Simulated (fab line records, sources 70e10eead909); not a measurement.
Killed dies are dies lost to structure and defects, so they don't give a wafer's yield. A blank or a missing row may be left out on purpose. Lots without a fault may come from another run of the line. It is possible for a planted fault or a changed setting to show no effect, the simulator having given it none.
A struck lot beside a sound one -- flow nand-harc -- 15 steps out of a route of 1302
Sound: these wafers, L167.1, L167.4, L167.5. Struck: wafer L184.6 (L184.1, L184.4, from the same lot, were not struck and are left out); the cause is given at the end.
At each step with rows: each side's tool, then ch and its chambers, then its first start. Under that, the readings that differ: sound wafers -- struck wafers -- difference of the means -- sigmas: that difference in standard deviations of wafers without a fault.
alike: same words and numbers on both sides, and readings whose means sit less than 2 such deviations apart. not compared: any withheld reading, any reading some wafer has no value for, any bound like >300 that may hide the same value, and any number with overlapping values for which the record gives no deviation.
The two part at a step that has a row with sigmas, a row that says differs or no value, or rows on one side only. Numbers that have no deviation but don't overlap get no sigmas and don't part them. Lack of a reading on every wafer of one side parts them only where that side has two or more wafers.

first, 2 steps without rows for these wafers: NHARC_A_CONTACT_STRIP_100 (strips in CF4/CHF3); NHARC_A_CONTACT_STRIP_101 (strips in O2/COS).
NHARC_A_CONTACT_ETCH_102: etches the open film in CF4/O2, target depth 100 nm, overetch 10 nm, time 55 s.
  sound on rie-diel-04 ch 0,1,3, day 23 06:34; struck on rie-diel-08 ch 1, day 30 07:16
reading,sound,struck,difference,sigmas
oes-product-au (a.u.),1.018 1.011 1.021,0.985,-0.032,-3
  alike: drypump-motor-current-A, o2-flow-sccm, oes_ar_750_au, rf-vpp-V, showerhead-plenum-p-Torr, throttle-valve-pct
  not compared: rf-hours-counter-h
NHARC_A_CONTACT_STRIP_55: strips in O2.
  sound on rie-diel-04 ch 1,2; struck on rie-diel-08 ch 0
  alike: drypump-motor-current-A, o2-flow-sccm, oes-product-au, rf-vpp-V, showerhead-plenum-p-Torr, throttle-valve-pct
  not compared: rf-hours-counter-h
then, 1 step without rows for these wafers: NHARC_A_CONTACT_STRIP_56 (strips in post etch residue remover, time 600 s).
NHARC_A_CONTACT_DEP_57: deposits aC, target thk 5300 nm.
  sound on acl-dep-02 ch 0, day 23 09:41; struck on acl-dep-02 ch 0, day 30 10:38
reading,sound,struck,difference,sigmas
susceptor-temp-C (C),- - -,399.94,no value on the sound wafers,
  alike: throttle-valve-pct
NHARC_A_CONTACT_DEP_58: deposits SiON, target thk 90 nm.
  sound on pecvd-04 ch 0,1, day 23 12:52; struck on pecvd-04 ch 0, day 30 11:12
  alike: heater-power-w, susceptor-temp-C
then, 5 steps without rows for these wafers: NHARC_A_CONTACT_DEHYDRATE_59 (time 120 s); NHARC_A_CONTACT_HMDS_60 (time 30 s); NHARC_A_CONTACT_COAT_61 (time 75 s); NHARC_A_CONTACT_COAT_62 (time 65 s); NHARC_A_CONTACT_COAT_63 (resist thk 90 nm).
NHARC_A_CONTACT_SOFTBAKE_64: time 55 s.
  sound on litho-track-01 ch 0, day 23 13:00; struck on litho-track-04 ch 0, day 30 11:00
reading,sound,struck,difference,sigmas
heater-power-total-W (W),188.54 188.46 188.47,323.02,+134.53,+99 or more
  alike: chill-plate-temp-C
  not compared: plate-temp-C
then, 2 steps without rows for these wafers: NHARC_A_CONTACT_EBR_65; NHARC_END_SORT_01.

## WHERE THEY PART
Last at NHARC_A_CONTACT_SOFTBAKE_64 as far as this record goes, first at NHARC_A_CONTACT_ETCH_102.

WHY: the cause the simulator had injected
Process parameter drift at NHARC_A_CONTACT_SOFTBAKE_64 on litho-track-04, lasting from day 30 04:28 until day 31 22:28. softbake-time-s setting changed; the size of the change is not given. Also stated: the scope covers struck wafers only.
